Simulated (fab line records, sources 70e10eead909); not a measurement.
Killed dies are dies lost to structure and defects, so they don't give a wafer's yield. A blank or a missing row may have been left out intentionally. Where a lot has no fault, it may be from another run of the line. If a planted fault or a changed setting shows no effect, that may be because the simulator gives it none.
Problem report in the 8D (eight disciplines) form, filled by code	flow nand-harc	the parts of the form that need people (team, actions taken, sign-off) are left out

1. PROBLEM STATEMENT
A mean of 25.3 s is read at NHARC_A_SLIT_DESCUM_14 for run-length-s, taken on 1 wafer of 1 lot, against 23.9 s (standard deviation 0.3) on wafers free of any fault. That puts it +4.7 standard deviations away from the usual mean.
The step: chemistry O2, time 3 s.
First seen on wafer L484.5, day 23 15:58, on rie-diel-05. The record has a number at this step for 14 wafers belonging to 5 lots. Rule for "out" (also "out of limits"): further than 4 standard deviations from the usual mean. Any other wafer with a number is counted as sound.

2. WHAT IT IS; WHAT IT IS NOT
question	is	is not
which readings at this step	run-length-s	chamber-pressure-mTorr, drypump-motor-current-A, oes-product-au, rf-vpp-V, showerhead-plenum-p-Torr, throttle-valve-pct
which lots	L484	L480, L486, L492, L499
which wafers of those lots	L484.5	L484.6
read on which tools	rie-diel-05	rie-diel-12
when	from day 23 15:58	up to then (7 sound wafers); but 6 sound wafers of L492, L499 came after

3. THE SUSPECTS, EACH WITH WHAT RULES IT OUT
Counting: a tool at a process step up to the reading stays a suspect if it ran every lot that is out. Sound lots after the first of them don't rule it out here, since some wafers of a struck lot are sound.
- pecvd-03 at NHARC_A_SLIT_DEP_23 (deposits SiON, target thk 100 nm): kept. It processed L484, the lot that is out, at day 23 15:16, and its most recent sound lot before then was L486 at day 23 13:52.
- rie-diel-05 at NHARC_A_SLIT_DESCUM_14 (chemistry O2, time 3 s): kept. It ran the lot that is out, L484 (day 23 15:58). Its own run-length-s readings are out on those wafers.
- Within pecvd-03 at NHARC_A_SLIT_DEP_23, the wafers that are out were processed in chamber 1 and their sound lot-mates in chamber 2.
- Within rie-diel-05 at NHARC_A_SLIT_DESCUM_14, the wafers that are out were processed in chamber 3 and their sound lot-mates in chamber 0.
The count leaves rie-diel-05 at NHARC_A_SLIT_DESCUM_14 and pecvd-03 at NHARC_A_SLIT_DEP_23.

4. THE CAUSE (what the simulator had put in)
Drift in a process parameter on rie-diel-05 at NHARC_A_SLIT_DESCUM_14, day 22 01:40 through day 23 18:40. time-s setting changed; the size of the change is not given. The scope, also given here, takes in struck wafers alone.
This tool is one of the 2 suspects left after counting.

5. SEQUENCE OF EFFECTS, ordered by route
Each row: a reading where the mean over the struck wafers with a number is more than 3 standard deviations away from the usual. Only readings for which the record gives a usual standard deviation are gone through. hours: the time from each lot's start at the first step in this table that gives one to its start at this step, as a median over the lots. sigmas: the change in usual standard deviations.
hours	step	reading	usual	on struck wafers	change	sigmas
0	NHARC_A_SLIT_DESCUM_14	run-length-s	23.9 s	25.3	+1.4	+4.7
116	NHARC_END_SORT_01	killed-at-other	0.8	4.0	+3.2	+3.5
Process steps it contains:
- NHARC_A_SLIT_DESCUM_14: chemistry O2, time 3 s.

6. WHAT WOULD HAVE CAUGHT IT SOONER
In this record no reading fell out of limits until day 23 15:58, 38 hours after the fault had begun at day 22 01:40.
